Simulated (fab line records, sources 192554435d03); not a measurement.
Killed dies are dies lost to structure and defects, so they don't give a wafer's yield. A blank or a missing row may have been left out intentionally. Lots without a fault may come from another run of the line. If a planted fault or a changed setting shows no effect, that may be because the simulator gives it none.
A lot that was struck, set against a sound lot + flow n5-finfet + 14 steps out of a route of 1938
Sound: these wafers, L395.2, L395.3, L395.4. Struck: wafers L379.2, L379.5, L379.6. Last of all comes the cause.
Per side, at each step with rows, come the tool, then ch with its chambers, and then its first start. Under that, the readings that differ: sound wafers + struck wafers + difference of the means + sigmas: that difference in standard deviations of wafers without a fault.
alike: words and numbers the same on both sides, and readings whose means are apart by under 2 such deviations; not compared: readings that were withheld, readings missing a value for some wafer, numbers with overlapping values and no deviation given by the record, and bounds like >300 which may hide the same value.
A row with sigmas, a row that says differs or no value, or rows on one side alone: a step with any of these is where the two part. When numbers do not overlap yet have no deviation, they are printed without sigmas and do not part them. A reading missing from all wafers of one side parts the sides only when that side holds two or more wafers.

first, 9 steps without rows for these wafers: N5_BEOL_M0_SAQP_STRIP_75 (strips in CF4); N5_BEOL_M0_CUTY_COAT_50 (time 60 s, resist thk 15 nm); N5_BEOL_M0_CUTY_COAT_51 (resist thk 150 nm); N5_BEOL_M0_CUTY_EBR_52; N5_BEOL_M0_CUTY_SOFTBAKE_53 (time 60 s); N5_BEOL_M0_CUTY_EXPOSE_54 (exposes mask M0 ABLK); N5_BEOL_M0_CUTY_PEB_55 (peb time 60 s); N5_BEOL_M0_CUTY_DEVELOP_56 (develop time 30 s); N5_BEOL_M0_CUTY_DESCUM_61 (chemistry O2, time 7.9 s).
N5_BEOL_M0_CUTY_ETCH_62: etches SiARC in CF4, time 58.5 s.
  sound on rie-diel-02 ch 0,1,2, day 11 17:05; struck on rie-diel-02 ch 1,2, day 7 04:39
  no value came back on the struck wafers for any of 9 readings (bias-w (W), cf4-flow-sccm (sccm) and others); on the sound wafers bias-w (W) reads 35.97 35.89 35.91
| reading                                                 | sound           | struck          | difference | sigmas |
|---------------------------------------------------------|-----------------|-----------------|------------|--------|
| model.CAR-ArF-block_of_BEOL_M0_CUTY_COAT_51.thk-nm (nm) | 118.8 119 118.8 | 143 143.2 143.4 | +24        |        |
  not compared: model.SiO2_of_BEOL_M0_SAQP_ALD_48.thk-nm
N5_BEOL_M0_CUTY_ETCH_63: etches SOC in N2/H2, target depth 82.7 nm, overetch 16.5 nm, time 124 s.
  sound on rie-diel-02 ch 0,1,2, day 11 17:08; struck on rie-diel-02 ch 1,2, day 7 04:42
| reading               | sound          | struck         | difference | sigmas |
|-----------------------|----------------|----------------|------------|--------|
| oes-product-au (a.u.) | 0.68 0.57 0.71 | 0.35 0.35 0.33 | -0.31      | -4     |
  alike: bias-w, chamber-pressure-mTorr, drypump-motor-current-A, rf-vpp-V, showerhead-plenum-p-Torr, throttle-valve-pct
  not compared: rf-hours-counter-h, model.SiO2_of_BEOL_M0_SAQP_ALD_48.thk-nm
then, 1 step without rows for these wafers: N5_BEOL_M0_CUTY_STRIP_64 (strips in N2/H2).
N5_BEOL_M4_RC_MEAS_101:
  the record has rows for the sound wafers here (prober-02 ch 0, day 14 07:38) and none for the struck ones
-- a jump in the record: the struck wafers' starts before and after are 6 days apart (it breaks off in module BEOL_M4 and resumes in module PASSIVATION, where the first step shown is number 1936 of the route) --
N5_PASSIVATION_PROBE_49:
  struck on prober-01, day 13 11:50; sound on prober-01, day 18 18:38
| reading                  | sound          | struck         | difference | sigmas      |
|--------------------------|----------------|----------------|------------|-------------|
| defect-limited-yield (%) | 89.2 91.9 89.7 | 0 0 0          | -90        | -69         |
| killed_at_M0_to_M3       | 29 24 39       | 1095 1074 1092 | +1056      | +99 or more |
| killed-at-contacts       | 4 14 13        | 16 30 27       | +14        | +2          |
| killed-dies              | 128 96 122     | 1180 1180 1180 | +1065      | +67         |
| killed-on-rim            | 18 11 14       | 152 152 152    | +138       | +38         |
| sort_bin_5_function (%)  | 5.9 4.9 5.7    | 96.1 95.9 95.3 | +90.3      | +99 or more |
| sort-n-pass              | 1052 1084 1058 | 0 0 0          | -1065      | -67         |
| sort-yield-pct (%)       | 89.2 91.9 89.7 | 0 0 0          | -90        | -69         |
  alike: killed_at_M4_up, killed-at-front-end, killed-at-other, killed-open, killed-short, sort_bin_6_memory

== WHERE THEY PART ==
At N5_BEOL_M0_CUTY_ETCH_62 first; at N5_PASSIVATION_PROBE_49 last (within this record only).

WHY: whatever the simulator had introduced
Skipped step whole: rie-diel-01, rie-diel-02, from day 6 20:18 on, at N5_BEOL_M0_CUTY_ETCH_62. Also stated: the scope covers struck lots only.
